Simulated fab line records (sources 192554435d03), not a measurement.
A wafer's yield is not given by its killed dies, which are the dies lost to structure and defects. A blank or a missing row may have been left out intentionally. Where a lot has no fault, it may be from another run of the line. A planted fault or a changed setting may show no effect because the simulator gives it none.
Which of the tools did it? -- flow n5Finfet -- 10 lots, 28 wafers sampled, at 5 steps of a route of 1938

== WHAT THE GAUGES READ, wafer by wafer ==
N5_BEOL_M3_CD_MEAS_18: pitch 36 nm, target cd 18 nm. Usual: cdNm reads 18.1 nm (standard deviation 0.36).
lot,measured,on,cdNm (nm),flag
L646,day 9 07:06,cdSem-01,18.6 17.9 18.0,
L647,day 9 20:54,cdSem-03,18.0 17.8,
L648,day 9 23:38,cdSem-03,18.2 18.0 17.8,
L651,day 10 11:40,cdSem-02,17.8 18.3 17.9,
L650,day 10 18:41,cdSem-02,18.8 18.0,
L652,day 11 01:05,cdSem-03,18.2 18.8 17.7,
L659,day 12 14:23,cdSem-02,18.3 18.4 18.6,
L662,day 13 15:11,cdSem-03,17.7 17.7 17.9,
L665,day 14 10:41,cdSem-03,17.5 17.9 17.7,
L667,day 14 21:58,cdSem-03,17.4 17.6 17.5,

N5_BEOL_M3_CD_MEAS_28: target cd 25.7 nm, target cd y 23.3 nm. Usual: cdNm reads 25.68 nm (standard deviation 0.24).
lot,measured,on,cdNm (nm),flag
L646,day 9 07:25,cdSem-01,25.57 25.72 25.98,
L647,day 9 21:13,cdSem-03,25.25 25.83,
L648,day 10 00:05,cdSem-02,25.76 25.62 25.51,
L651,day 10 11:59,cdSem-01,25.97 25.66 25.65,
L650,day 10 18:59,cdSem-01,25.53 25.82,
L652,day 11 01:24,cdSem-03,25.60 25.82 26.00,
L659,day 12 14:41,cdSem-03,25.51 25.34 25.48,
L662,day 13 15:38,cdSem-03,25.62 25.34 25.77,
L665,day 14 11:01,cdSem-03,25.80 26.07 25.92,
L667,day 14 22:24,cdSem-01,25.69 25.58 25.90,

N5_BEOL_M4_RC_MEAS_101. Usual: DIBL_N 37.7 mV/V, standard deviation 2; DIBL_P 37.7 mV/V, standard deviation 2.3; IOFF_N 0.18 nA/um, standard deviation 0.039; IOFF_P 0.23 nA/um, standard deviation 0.042; ION_N 681 uA/um, standard deviation 12; ION_P 463 uA/um, standard deviation 8; SS_N 71.9 mV/dec, standard deviation 0.68; SS_P 73.6 mV/dec, standard deviation 0.71; VT_N 248 mV, standard deviation 3.2; VT_P -249 mV, standard deviation 3.1.
lot,measured,on,DIBL_N (mV/V),DIBL_P (mV/V),IOFF_N (nA/um),IOFF_P (nA/um),ION_N (uA/um),ION_P (uA/um),SS_N (mV/dec),SS_P (mV/dec),VT_N (mV),VT_P (mV),flag
L646,day 12 01:04,prober-02,42.7 36.7 42.0,41.4 34.8 40.6,0.26 0.13 0.25,0.31 0.18 0.30,704 672 707,480 465 482,73.3 71.3 72.9,74.6 72.9 74.4,244 254 245,-245 -254 -247,
L647,day 12 12:42,prober-02,38.0 37.4,37.0 37.3,0.19 0.16,0.20 0.21,692 681,462 459,71.4 71.2,73.3 73.3,247 249,-252 -252,
L648,day 12 14:16,prober-01,36.2 37.5 41.2,35.5 38.0 40.8,0.13 0.16 0.24,0.16 0.20 0.24,658 679 677,441 457 452,72.6 72.2 72.4,73.6 72.6 74.0,254 251 245,-256 -254 -250,
L651,day 13 10:34,prober-01,40.2 39.1 38.9,40.8 39.3 38.2,0.22 0.21 0.19,0.27 0.24 0.22,673 687 662,456 465 449,72.8 72.5 71.9,74.5 73.8 73.5,246 247 251,-248 -248 -251,
L650,day 13 17:46,prober-01,36.3 39.2,37.5 41.1,0.16 0.23,0.21 0.26,684 700,469 471,72.1 72.5,73.8 75.4,252 245,-249 -248,
L652,day 13 18:59,prober-02,38.7 36.7 37.4,39.1 36.1 39.1,0.19 0.15 0.18,0.25 0.18 0.25,679 680 695,459 458 471,72.9 72.5 72.8,74.1 73.9 74.3,248 250 251,-251 -256 -250,
L659,day 15 08:53,prober-01,40.9 37.4 37.9,40.7 36.3 36.6,0.22 0.16 0.16,0.30 0.22 0.22,692 676 679,477 468 471,72.4 71.1 71.7,74.6 73.8 73.2,244 248 250,-242 -250 -249,
L662,day 16 00:22,prober-01,38.0 37.0 39.6,36.7 35.4 38.5,0.18 0.16 0.20,0.22 0.20 0.24,665 677 681,457 462 463,71.2 71.2 72.0,73.7 73.1 74.4,248 248 246,-250 -249 -251,
L665,day 17 01:52,prober-02,38.5 35.3 36.5,36.9 35.0 36.6,0.20 0.15 0.15,0.21 0.19 0.20,681 682 671,464 464 457,72.8 71.3 71.7,73.6 73.6 73.2,247 248 251,-249 -249 -249,
L667,day 17 18:26,prober-02,36.5 33.3 36.9,36.5 31.9 37.3,0.16 0.12 0.19,0.26 0.17 0.26,662 680 686,460 463 475,71.5 70.8 72.2,73.6 73.0 74.0,250 248 248,-245 -251 -246,

== WHAT TOOL EACH LOT RAN ON (gives the tool, then ch and the chambers of the sampled wafers, and finally the start) ==
lot,N5_BEOL_M3_ALD_98,N5_BEOL_M3_ETCH_41
L646,"aldSin-04 ch 0,2,3, day 9 07:56","rieDiel-03 ch 2,3, day 12 01:04 or earlier"
L647,"aldSin-04 ch 1,3, day 9 21:28","rieDiel-02 ch 0,3, day 12 12:42 or earlier"
L648,"aldSin-01 ch 1,3, day 10 00:43","rieDiel-02 ch 0,2,3, day 12 14:16 or earlier"
L651,"aldSin-04 ch 2,3, day 10 12:32","rieDiel-06 ch 0,3, day 13 10:34 or earlier"
L650,"aldSin-03 ch 2, day 10 19:15","rieDiel-02 ch 2,3, day 13 17:46 or earlier"
L652,"aldSin-04 ch 0,3, day 11 01:39","rieDiel-06 ch 0,2,3, day 13 18:59 or earlier"
L659,"aldSin-01 ch 0,1,3, day 12 15:14","rieDiel-03 ch 0,3, day 15 08:53 or earlier"
L662,"aldSin-04 ch 0,3, day 13 15:53","rieDiel-03 ch 0,1,3, day 16 00:22 or earlier"
L665,"aldSin-01 ch 1,2, day 14 11:16","rieDiel-02 ch 1,3, day 17 01:52 or earlier"
L667,"aldSin-01 ch 1,3, day 14 22:42","rieDiel-03 ch 1,2, day 17 18:26 or earlier"
- N5_BEOL_M3_ALD_98: deposits SiO2, target thk 2.5 nm, pulse time 1 s, co reactant pulse time 1 s.
- N5_BEOL_M3_ETCH_41: etches SiCN in CH3F/O2, target depth 29.9 nm, time 52.5 s.

== AS READ BY THE TOOLS THEMSELVES (means over the sampled wafers that have a number; for cases with no such wafer, the mark the record gives instead) ==
N5_BEOL_M3_ALD_98. Usual: heaterPowerW 81 W, standard deviation 9.7; precursorPulseHeightRel 1.002, standard deviation 0.021.
lot,tool,heaterPowerW (W),precursorPulseHeightRel,flag
L646,aldSin-04,78,1.016,
L647,aldSin-04,77,1.020,
L648,aldSin-01,78,1.010,
L651,aldSin-04,80,0.978,
L650,aldSin-03,76,1.018,
L652,aldSin-04,72,0.981,
L659,aldSin-01,80,1.005,
L662,aldSin-04,74,0.994,
L665,aldSin-01,90,0.992,
L667,aldSin-01,74,1.006,

N5_BEOL_M3_ETCH_41. Usual: drypumpMotorCurrentA 5.7 A, standard deviation 0.38; oesProductAu 0.80 a.u., standard deviation 0.094; rfVppV 297.2 V, standard deviation 1.8; showerheadPlenumPTorr 2.00 Torr, standard deviation 0.077; throttleValvePct 16.3 %, standard deviation 0.32.
lot,tool,drypumpMotorCurrentA (A),oesProductAu (a.u.),rfVppV (V),showerheadPlenumPTorr (Torr),throttleValvePct (%),flag
L646,rieDiel-03,6.3,0.73,296.8,1.99,16.3,
L647,rieDiel-02,5.6,0.82,298.2,2.04,16.2,
L648,rieDiel-02,5.7,0.78,296.8,2.00,16.4,
L651,rieDiel-06,5.6,0.95,297.7,2.03,16.1,
L650,rieDiel-02,5.6,0.76,298.8,2.02,16.4,
L652,rieDiel-06,5.6,0.87,297.8,2.06,16.2,
L659,rieDiel-03,5.6,0.83,296.5,1.97,16.3,
L662,rieDiel-03,5.9,0.86,298.1,2.01,16.2,
L665,rieDiel-02,5.2,0.78,299.1,2.08,16.3,
L667,rieDiel-03,5.9,0.76,296.8,1.93,16.0,

== THE ANSWER, worked out from the rows above alone ==
Rule: take the mean of a lot's wafers that have a number; if it is more than 3 standard deviations from the usual mean, the lot is off. Also off: a lot with no number at a reading for which 4 or more lots have one. All remaining lots with rows at the step are treated as sound. Order of review: gauges by route order, followed by the tools' own readings, for which a lot's mean as printed above is used. The first step at which some lot is off is used, and at that step the reading that is off furthest; a lot without a number counts as furthest.
None of the lots is off at any reading shown; this tells nothing.

== WHAT WAS PUT IN BY THE SIMULATOR ==
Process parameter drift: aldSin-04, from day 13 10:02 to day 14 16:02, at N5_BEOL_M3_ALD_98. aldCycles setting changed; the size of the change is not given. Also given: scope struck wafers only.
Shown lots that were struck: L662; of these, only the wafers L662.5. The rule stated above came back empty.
